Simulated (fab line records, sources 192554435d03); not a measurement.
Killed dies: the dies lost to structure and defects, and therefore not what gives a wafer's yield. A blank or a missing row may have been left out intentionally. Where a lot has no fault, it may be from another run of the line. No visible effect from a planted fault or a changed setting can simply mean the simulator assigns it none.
Which tool is to blame?	flow n5 finfet	Sampling: 22 lots, 66 wafers, 6 of 1938 route steps

WHAT THE GAUGES SHOWED, per wafer
No reading from a measuring or inspecting step in the record can be judged against a usual standard deviation.

WHAT TOOL EACH LOT RAN ON (gives the tool, then ch and the chambers of the sampled wafers, and finally the start)
lot	N5_MOL_CONTACT_COAG_CMP_23	N5_MOL_CONTACT_COAG_DESCUM_88	N5_MOL_CONTACT_COAG_ETCHBACK_134	N5_MOL_CONTACT_COAG_VIA_ETCH_117	N5_MOL_CONTACT_COAG_CMP_52	N5_BEOL_M0_SAQP_PECVD_00
L074	cmp-03 ch 0,2, day 4 21:53	rie diel-06 ch 0,1, day 5 05:13	rie diel-06 ch 0,3, day 5 07:07	rie diel-06 ch 0,3, day 5 07:17	cmp-04 ch 1,3, day 5 08:07	pecvd-02 ch 0,2, day 5 13:14
L075	cmp-02 ch 0,1,3, day 5 00:46	rie diel-06 ch 0,1,3, day 5 07:01	rie diel-06 ch 0,2,3, day 5 08:35	rie diel-06 ch 0,2,3, day 5 08:44	cmp-02 ch 1,2,3, day 5 09:35	pecvd-03 ch 1,2, day 5 13:14
L076	cmp-02 ch 0,1,3, day 5 10:33	rie diel-06 ch 1,2, day 5 14:21	rie diel-06 ch 1,2,3, day 5 16:19	rie diel-06 ch 1,2,3, day 5 16:28	cmp-02 ch 0,1, day 5 17:19	pecvd-03 ch 1,2, day 5 20:57
L077	cmp-02 ch 0,2,3, day 5 18:10	rie diel-06 ch 0,1,3, day 5 22:41	rie diel-02 ch 0,1,3, day 6 00:22	rie diel-02 ch 0,1,3, day 6 00:31	cmp-02 ch 0,2,3, day 6 01:20	pecvd-01 ch 0,1,2, day 6 05:01
L078	cmp-02 ch 1,2,3, day 5 19:05	rie diel-03 ch 2,3, day 5 23:08	rie diel-06 ch 0,2, day 6 00:53	rie diel-06 ch 0,2, day 6 01:03	cmp-03 ch 0,3, day 6 01:51	pecvd-03 ch 0,1,2, day 6 08:01
L079	cmp-02 ch 0,2,3, day 6 00:50	rie diel-06 ch 0,1,2, day 6 04:32	rie diel-02 ch 0,1, day 6 06:13	rie diel-02 ch 0,1, day 6 06:22	cmp-04 ch 0,2,3, day 6 07:11	pecvd-03 ch 0,1, day 6 11:01
L080	cmp-04 ch 0,1, day 6 12:07	rie diel-03 ch 0,2,3, day 6 16:01	rie diel-02 ch 1,2, day 6 17:54	rie diel-02 ch 1,2, day 6 18:04	cmp-03 ch 1,2,3, day 6 18:52	pecvd-02 ch 0,2, day 6 22:32
L081	cmp-03 ch 1,2,3, day 6 16:05	rie diel-02 ch 0,2, day 6 19:53	rie diel-06 ch 0,1,2, day 6 21:42	rie diel-06 ch 0,1,2, day 6 21:52	cmp-04 ch 1,3, day 6 22:43	pecvd-02 ch 0,1,2, day 7 06:14
L082	cmp-02 ch 0,1,2, day 6 20:49	rie diel-02 ch 0,1,2, day 7 00:28	rie diel-02 ch 1,2, day 7 02:24	rie diel-02 ch 2,3, day 7 02:33	cmp-03 ch 0,2,3, day 7 03:22	pecvd-01 ch 0,2, day 7 09:14
L083	cmp-02 ch 1,3, day 7 00:38	rie diel-03 ch 0,2, day 7 04:46	rie diel-02 ch 2,3, day 7 06:51	rie diel-02 ch 2,3, day 7 07:01	cmp-02 ch 1,3, day 7 08:11	pecvd-03 ch 0,1, day 7 12:14
L084	cmp-04 ch 0,3, day 7 13:38	rie diel-06 ch 0,2,3, day 7 18:02	rie diel-06 ch 0,3, day 7 19:46	rie diel-06 ch 0,3, day 7 19:55	cmp-03 ch 0,2,3, day 7 20:46	pecvd-02 ch 1,2, day 8 00:25
L085	cmp-04 ch 0,1,3, day 7 14:10	rie diel-03 ch 0,1,3, day 7 18:24	rie diel-06 ch 1,2,3, day 7 20:10	rie diel-06 ch 1,2,3, day 7 20:20	cmp-04 ch 0,1,3, day 7 21:08	pecvd-02 ch 0,1,2, day 8 03:26
L086	cmp-04 ch 0,1,3, day 8 02:13	rie diel-06 ch 0,1,3, day 8 06:04	rie diel-02 ch 0,1, day 8 08:04	rie diel-02 ch 0,1, day 8 08:13	cmp-04 ch 1,2, day 8 09:01	pecvd-01 ch 0,1, day 8 12:43
L087	cmp-04 ch 1,2, day 8 06:59	rie diel-02 ch 1,2,3, day 8 11:32	rie diel-03 ch 1,3, day 8 13:44	rie diel-03 ch 1,3, day 8 13:53	cmp-03 ch 0,3, day 8 14:41	pecvd-02 ch 0,1,2, day 8 18:22
L088	cmp-02 ch 0,1, day 8 10:22	rie diel-02 ch 1,2,3, day 8 15:14	rie diel-03 ch 0,1,2, day 8 17:58	rie diel-03 ch 0,1,2, day 8 18:07	cmp-04 ch 0,2,3, day 8 18:56	pecvd-01 ch 0,2, day 8 22:37
L089	cmp-02 ch 1,3, day 8 14:18	rie diel-03 ch 0,1,3, day 8 18:18	rie diel-02 ch 0,1,2, day 8 20:19	rie diel-02 ch 0,1,2, day 8 20:29	cmp-02 ch 0,1,2, day 8 21:22	pecvd-01 ch 0,2, day 9 01:38
L090	cmp-03 ch 0,2,3, day 8 20:54	rie diel-03 ch 0,1, day 9 01:05	rie diel-03 ch 2,3, day 9 02:38	rie diel-03 ch 2,3, day 9 02:47	cmp-04 ch 0,1,3, day 9 03:41	pecvd-01 ch 0,1,2, day 9 07:17
L091	cmp-02 ch 0,1,2, day 9 04:28	rie diel-03 ch 0,3, day 9 08:08	rie diel-03 ch 2,3, day 9 09:49	rie diel-03 ch 2,3, day 9 09:59	cmp-03 ch 0,1, day 9 10:47	pecvd-01 ch 0,2, day 9 14:28
L092	cmp-02 ch 1,2,3, day 9 09:15	rie diel-06 ch 1,2,3, day 9 13:16	rie diel-06 ch 0,2,3, day 9 14:52	rie diel-06 ch 0,2,3, day 9 15:01	cmp-04 ch 0,1,2, day 9 15:52	pecvd-01 ch 0,1, day 9 19:33
L093	cmp-04 ch 0,1,2, day 9 15:16	rie diel-06 ch 1,2, day 9 18:58	rie diel-03 ch 0,3, day 9 20:38	rie diel-03 ch 0,3, day 9 20:48	cmp-02 ch 1,2,3, day 9 21:38	pecvd-01 ch 1,2, day 10 01:17
L094	cmp-03 ch 0,2,3, day 9 18:05	rie diel-03 ch 0,1,2, day 9 21:46	rie diel-06 ch 0,1,3, day 9 23:32	rie diel-06 ch 0,1,3, day 9 23:41	cmp-03 ch 0,2,3, day 10 00:31	pecvd-03 ch 0,1, day 10 04:17
L097	cmp-04 ch 0,3, day 10 14:49	rie diel-02 ch 0,1,2, day 10 18:41	rie diel-06 ch 1,2,3, day 10 20:41	rie diel-06 ch 1,2,3, day 10 20:51	cmp-03 ch 2,3, day 10 21:40	pecvd-01 ch 0,2, day 11 01:21
- N5_MOL_CONTACT_COAG_CMP_23: polishes, stops on SiO2, t overpolish 1.5 s, target thk 0 nm.
- N5_MOL_CONTACT_COAG_DESCUM_88: chemistry O2, time 7 s.
- N5_MOL_CONTACT_COAG_ETCHBACK_134: etches SiO2 in CHF3, target depth 10 nm, time 6.7 s.
- N5_MOL_CONTACT_COAG_VIA_ETCH_117: etches SiO2 in C4F6/O2, target depth 40 nm, overetch 8 nm, time 26 s.
- N5_MOL_CONTACT_COAG_CMP_52: polishes, stops on SiO2, t overpolish 1.5 s, target thk 66.5 nm.
- N5_BEOL_M0_SAQP_PECVD_00: deposits SiCN from 3MS/NH3, target thk 8 nm, time 14 s.

AS READ BY THE TOOLS THEMSELVES (means over the sampled wafers that have a number; for cases with no such wafer, the mark the record gives instead)
N5_MOL_CONTACT_COAG_CMP_23.
lot	tool	motor current A (A)	overpolish run s (s)	pad life wafers	time to endpoint s (s)
L074	cmp-03	8.6	1.492	1105	7.3
L075	cmp-02	7.7	1.513	1706	9.2
L076	cmp-02	7.7	1.495	1784	7.7
L077	cmp-02	8.0	1.501	1850	11.7
L078	cmp-02	8.0	1.497	1862	10.9
L079	cmp-02	7.7	1.500	1916	8.9
L080	cmp-04	7.5	1.490	1310	9.3
L081	cmp-03	9.6	1.504	1418	8.7
L082	cmp-02	8.1	1.514	2	12.1
L083	cmp-02	7.9	1.500	49	8.7
L084	cmp-04	6.9	1.503	1526	7.7
L085	cmp-04	7.1	1.500	1531	8.7
L086	cmp-04	7.2	1.509	1658	7.9
L087	cmp-04	7.9	1.503	1712	5.4
L088	cmp-02	8.1	1.504	222	12.5
L089	cmp-02	7.6	1.505	271	8.5
L090	cmp-03	8.9	1.496	1837	8.3
L091	cmp-02	8.0	1.500	380	10.5
L092	cmp-02	7.9	1.505	422	9.3
L093	cmp-04	7.7	1.495	1964	13.0
L094	cmp-03	8.8	1.502	2000	8.0
L097	cmp-04	6.8	1.498	6	8.8

N5_MOL_CONTACT_COAG_DESCUM_88.
lot	tool	drypump motor current A (A)	o2 flow sccm (sccm)	oes product au (a.u.)	rf vpp V (V)	showerhead plenum p Torr (Torr)	throttle valve pct (%)
L074	rie diel-06	5.7	225.0	0.76	244.2	2.15	20.58
L075	rie diel-06	5.5	225.3	0.76	243.5	2.09	20.49
L076	rie diel-06	6.0	224.4	0.74	240.9	2.01	20.68
L077	rie diel-06	5.5	224.4	0.75	242.8	2.09	20.49
L078	rie diel-03	6.0	225.0	0.83	244.5	2.19	20.36
L079	rie diel-06	5.8	225.1	0.74	243.3	2.08	20.63
L080	rie diel-03	5.9	224.8	0.80	242.4	2.11	20.33
L081	rie diel-02	5.5	224.3	0.71	242.8	2.08	20.34
L082	rie diel-02	5.6	224.6	0.72	243.9	2.10	20.43
L083	rie diel-03	5.9	225.5	0.73	243.2	2.05	20.26
L084	rie diel-06	5.8	224.6	0.72	242.3	2.05	20.46
L085	rie diel-03	5.6	225.1	0.78	244.0	2.13	20.39
L086	rie diel-06	5.5	225.0	0.74	242.9	2.08	20.51
L087	rie diel-02	5.6	224.8	0.72	242.4	2.09	20.60
L088	rie diel-02	5.6	224.9	0.72	242.6	2.09	20.60
L089	rie diel-03	5.6	224.6	0.77	243.9	2.13	20.42
L090	rie diel-03	5.4	225.1	0.72	243.5	2.10	20.40
L091	rie diel-03	5.8	225.3	0.83	243.5	2.16	20.43
L092	rie diel-06	5.6	224.7	0.81	243.2	2.10	20.41
L093	rie diel-06	6.0	224.4	0.89	245.1	2.18	20.37
L094	rie diel-03	5.6	224.4	0.71	242.3	2.07	20.35
L097	rie diel-02	5.6	224.4	0.69	244.1	2.09	20.48

N5_MOL_CONTACT_COAG_ETCHBACK_134.
lot	tool	drypump motor current A (A)	oes product au (a.u.)	rf vpp V (V)	showerhead plenum p Torr (Torr)	throttle valve pct (%)
L074	rie diel-06	5.4	0.75	516	2.35	18.55
L075	rie diel-06	5.8	0.74	515	2.34	18.74
L076	rie diel-06	5.7	0.74	526	2.31	18.83
L077	rie diel-02	5.7	0.73	526	2.39	18.89
L078	rie diel-06	6.0	0.73	517	2.40	18.87
L079	rie diel-02	5.7	0.71	527	2.39	18.71
L080	rie diel-02	5.7	0.73	529	2.42	18.82
L081	rie diel-06	5.8	0.73	526	2.37	18.98
L082	rie diel-02	5.5	0.72	529	2.39	18.75
L083	rie diel-02	5.5	0.73	524	2.36	18.85
L084	rie diel-06	5.4	0.74	517	2.34	18.59
L085	rie diel-06	5.6	0.73	524	2.30	18.87
L086	rie diel-02	5.7	0.70	526	2.38	18.74
L087	rie diel-03	5.7	0.80	520	2.48	18.56
L088	rie diel-03	5.7	0.73	513	2.36	18.68
L089	rie diel-02	5.6	0.70	527	2.38	18.76
L090	rie diel-03	6.0	0.75	517	2.40	18.56
L091	rie diel-03	6.0	0.75	517	2.40	18.57
L092	rie diel-06	5.8	0.80	518	2.42	18.64
L093	rie diel-03	5.7	0.79	522	2.35	18.68
L094	rie diel-06	5.5	0.72	527	2.37	18.83
L097	rie diel-06	5.6	0.79	527	2.39	18.73

N5_MOL_CONTACT_COAG_VIA_ETCH_117.
lot	tool	drypump motor current A (A)	oes product au (a.u.)	rf vpp V (V)	showerhead plenum p Torr (Torr)	throttle valve pct (%)
L074	rie diel-06	5.4	0.67	1566	2.80	40.8
L075	rie diel-06	5.8	0.66	1564	2.80	41.2
L076	rie diel-06	5.6	0.66	1589	2.75	41.3
L077	rie diel-02	5.7	0.66	1592	2.85	40.9
L078	rie diel-06	6.0	0.66	1567	2.88	41.5
L079	rie diel-02	5.7	0.65	1594	2.85	40.7
L080	rie diel-02	5.7	0.66	1603	2.88	41.0
L081	rie diel-06	5.8	0.66	1592	2.83	41.6
L082	rie diel-02	5.5	0.65	1581	2.82	41.0
L083	rie diel-02	5.5	0.65	1587	2.81	40.9
L084	rie diel-06	5.4	0.66	1564	2.79	40.8
L085	rie diel-06	5.6	0.65	1588	2.75	41.3
L086	rie diel-02	5.7	0.64	1595	2.84	40.7
L087	rie diel-03	5.7	0.72	1579	2.96	40.7
L088	rie diel-03	5.7	0.65	1554	2.82	40.9
L089	rie diel-02	5.6	0.64	1595	2.84	40.8
L090	rie diel-03	6.0	0.68	1570	2.87	40.7
L091	rie diel-03	6.0	0.67	1569	2.87	40.7
L092	rie diel-06	5.8	0.72	1572	2.89	40.8
L093	rie diel-03	5.7	0.71	1581	2.80	40.9
L094	rie diel-06	5.5	0.65	1592	2.82	41.2
L097	rie diel-06	5.6	0.71	1596	2.85	41.0

N5_MOL_CONTACT_COAG_CMP_52.
lot	tool	motor current A (A)	overpolish run s (s)	pad life wafers	time to endpoint s (s)
L074	cmp-04	10.2	1.501	1082	9.4
L075	cmp-02	12.0	1.500	1772	12.7
L076	cmp-02	12.2	1.501	1844	15.3
L077	cmp-02	12.1	1.493	1921	15.9
L078	cmp-03	13.1	1.494	1322	13.6
L079	cmp-04	11.0	1.496	1273	14.3
L080	cmp-03	13.6	1.496	1448	11.6
L081	cmp-04	10.6	1.497	1406	11.1
L082	cmp-03	13.7	1.498	1525	10.4
L083	cmp-02	11.3	1.502	115	13.2
L084	cmp-03	12.9	1.508	1682	12.9
L085	cmp-04	10.9	1.499	1609	13.1
L086	cmp-04	11.9	1.495	1728	11.3
L087	cmp-03	12.7	1.498	1806	12.0
L088	cmp-04	11.2	1.510	1813	13.0
L089	cmp-02	12.0	1.500	326	15.1
L090	cmp-04	11.0	1.495	1874	11.0
L091	cmp-03	13.2	1.505	1958	15.7
L092	cmp-04	12.1	1.499	1975	14.0
L093	cmp-02	12.0	1.494	524	14.2
L094	cmp-03	13.2	1.495	2035	13.2
L097	cmp-03	13.6	1.497	126	10.1

N5_BEOL_M0_SAQP_PECVD_00.
lot	tool	showerhead plenum p Torr (Torr)	throttle valve pct (%)
L074	pecvd-02	3.681	8.6
L075	pecvd-03	3.663	9.1
L076	pecvd-03	3.664	9.1
L077	pecvd-01	3.662	9.0
L078	pecvd-03	3.666	9.0
L079	pecvd-03	3.673	9.6
L080	pecvd-02	3.685	8.8
L081	pecvd-02	3.676	9.0
L082	pecvd-01	3.662	9.3
L083	pecvd-03	3.666	9.6
L084	pecvd-02	3.668	9.5
L085	pecvd-02	3.677	9.2
L086	pecvd-01	3.657	9.4
L087	pecvd-02	3.674	9.1
L088	pecvd-01	3.663	9.2
L089	pecvd-01	3.655	9.4
L090	pecvd-01	3.665	9.0
L091	pecvd-01	3.667	9.1
L092	pecvd-01	3.661	9.4
L093	pecvd-01	3.663	8.8
L094	pecvd-03	3.670	9.6
L097	pecvd-01	3.662	9.4

THE ANSWER, worked out from the rows above alone
Rule: the usual values come from the lots themselves. The widest of any qualifying gaps counts: lots, ordered by their means at a reading, are off when they make up no more than a third of the lots, leave a main group of 4 or more, and stand apart from it by 3 or more times the standard deviation of that group's means. Not used: any main group whose means are identical at the precision the tables above print for the reading. Also off: a lot with no number at a reading for which 4 or more lots have one. Where the step has rows for the other lots, those lots are counted as sound. Order of review: gauges by route order, followed by the tools' own readings, for which a lot's mean as printed above is used. The first step at which some lot is off is used, and at that step the reading that is off furthest; a lot without a number counts as furthest.
Across all readings shown, no lot is off: no conclusion can be drawn from this.

WHAT THE SIMULATOR HAD INSERTED
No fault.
